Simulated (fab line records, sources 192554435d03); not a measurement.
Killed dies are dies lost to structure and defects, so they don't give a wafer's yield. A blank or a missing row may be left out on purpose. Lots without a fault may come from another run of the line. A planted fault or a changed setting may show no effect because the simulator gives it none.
Split-lot experiment | flow n5_finfet | 7 lots, 21 wafers read, on a route of 1938 steps

THE SPLIT
At N5_MIM_BOT_ETCH_ETCH_03 (etches the open film in Cl2/BCl3, target depth 12 nm), the setting icp_w was moved away from the recipe's 800 W on 9 of the 21 wafers read, by -14.5% to +17.2%. The other wafers ran this setting at the recipe's value.

The reading is taken at the split's own step.

THE READING
MIM_BOT_ETCH.cd_offset_nm (the simulator's own value, which no gauge read), in nm, at N5_MIM_BOT_ETCH_ETCH_03 (etches the open film in Cl2/BCl3, target depth 12 nm). The file gives no usual value for it. The 12 wafers here that ran the recipe average -0.0 nm, standard deviation 0.27 nm.

wafer  | tool, chamber at the split | icp_w as run, W | against the recipe | MIM_BOT_ETCH.cd_offset_nm, nm | against lot-mates on the recipe
L075.3 | rie_metal-01, 0            | 800             | recipe             | 0                             | -
L075.4 | rie_metal-01, 1            | 707.8           | -11.5%             | 0.8                           | +0.7
L075.5 | rie_metal-01, 1            | 800             | recipe             | 0.2                           | -
L077.2 | rie_metal-03, 1            | 712.6           | -10.9%             | 0.4                           | +0.6
L077.3 | rie_metal-03, 1            | 712.6           | -10.9%             | 0                             | +0.2
L077.4 | rie_metal-03, 1            | 800             | recipe             | -0.2                          | -
L081.2 | rie_metal-02, 1            | 937.9           | +17.2%             | -0.8                          | -1.2
L081.5 | rie_metal-02, 0            | 937.9           | +17.2%             | -0.6                          | -1.0
L081.6 | rie_metal-02, 1            | 800             | recipe             | 0.4                           | -
L080.1 | rie_metal-03, 0            | 800             | recipe             | -0.4                          | -
L080.3 | rie_metal-03, 0            | 800             | recipe             | -0.2                          | -
L080.5 | rie_metal-03, 1            | 800             | recipe             | 0                             | -
L085.2 | rie_metal-03, 0            | 800             | recipe             | 0.2                           | -
L085.4 | rie_metal-03, 0            | 683.8           | -14.5%             | 0.6                           | +0.4
L085.6 | rie_metal-03, 1            | 800             | recipe             | 0.2                           | -
L088.1 | rie_metal-03, 0            | 897.4           | +12.2%             | -0.8                          | -0.8
L088.5 | rie_metal-03, 1            | 800             | recipe             | 0                             | -
L088.6 | rie_metal-03, 0            | 800             | recipe             | 0                             | -
L095.1 | rie_metal-01, 0            | 837.2           | +4.6%              | -0.4                          | +0.2
L095.3 | rie_metal-01, 1            | 837.2           | +4.6%              | -0.6                          | +0.0
L095.6 | rie_metal-01, 1            | 800             | recipe             | -0.6                          | -

THE FIT
A straight line over all 21 wafers: MIM_BOT_ETCH.cd_offset_nm changes by -0.0441 nm for each +1% of icp_w; r = -0.81; the points scatter about the line by 0.27 nm.
The same after taking each lot's own level away (the mean of its wafers on the recipe; 21 wafers): -0.0505 nm for each +1%; r = -0.91; scatter 0.2 nm.
On that fit, the largest move of icp_w shifts the reading by 0.87 nm.
The lots' own levels span -0.60 to 0.40 nm, that is 3.7 times the standard deviation above.
So the lot-to-lot level changes the slope: the two fits differ.
Check: with one of the wafers moved furthest among these (+17.2%) left out of the fit, the line predicts -0.79 nm for it against its lot-mates. It came out at -1.2 nm against them.

OTHER SPLITS ON THESE WAFERS
These wafers also went through other splits before the reading. Each is held against what the fit with the lots' levels taken away leaves over:
other split on the same wafers    | wafers away from the commonest value | r with MIM_BOT_ETCH.cd_offset_nm (lot level and that fit taken away)
N5_BEOL_M15_COAT_22 spin_rpm      | 6                                    | -0.03
N5_BEOL_M15_ETCH_61 time_s        | 7                                    | -0.35
N5_BEOL_M15_TRENCH_ETCH_34 time_s | 9                                    | +0.25

THE WHOLE CHAIN: every reading that the file lists as answering this split, in the file's order
step                    | what it does                                         | reading                                                                    | change (the file's fit)               | r (the file's)
N5_MIM_BOT_ETCH_ETCH_03 | etches the open film in Cl2/BCl3, target depth 12 nm | etch.depth_nm (the simulator's own value, which no gauge read)             | +0.104 nm for each +1% of the setting | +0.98
N5_MIM_BOT_ETCH_ETCH_03 | etches the open film in Cl2/BCl3, target depth 12 nm | MIM_BOT_ETCH.cd_offset_nm (the simulator's own value, which no gauge read) | -0.05 nm for each +1% of the setting  | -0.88

THE FILE'S OWN FIT
MIM_BOT_ETCH.cd_offset_nm changes by -0.05 nm for each +1% of icp_w, r = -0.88.
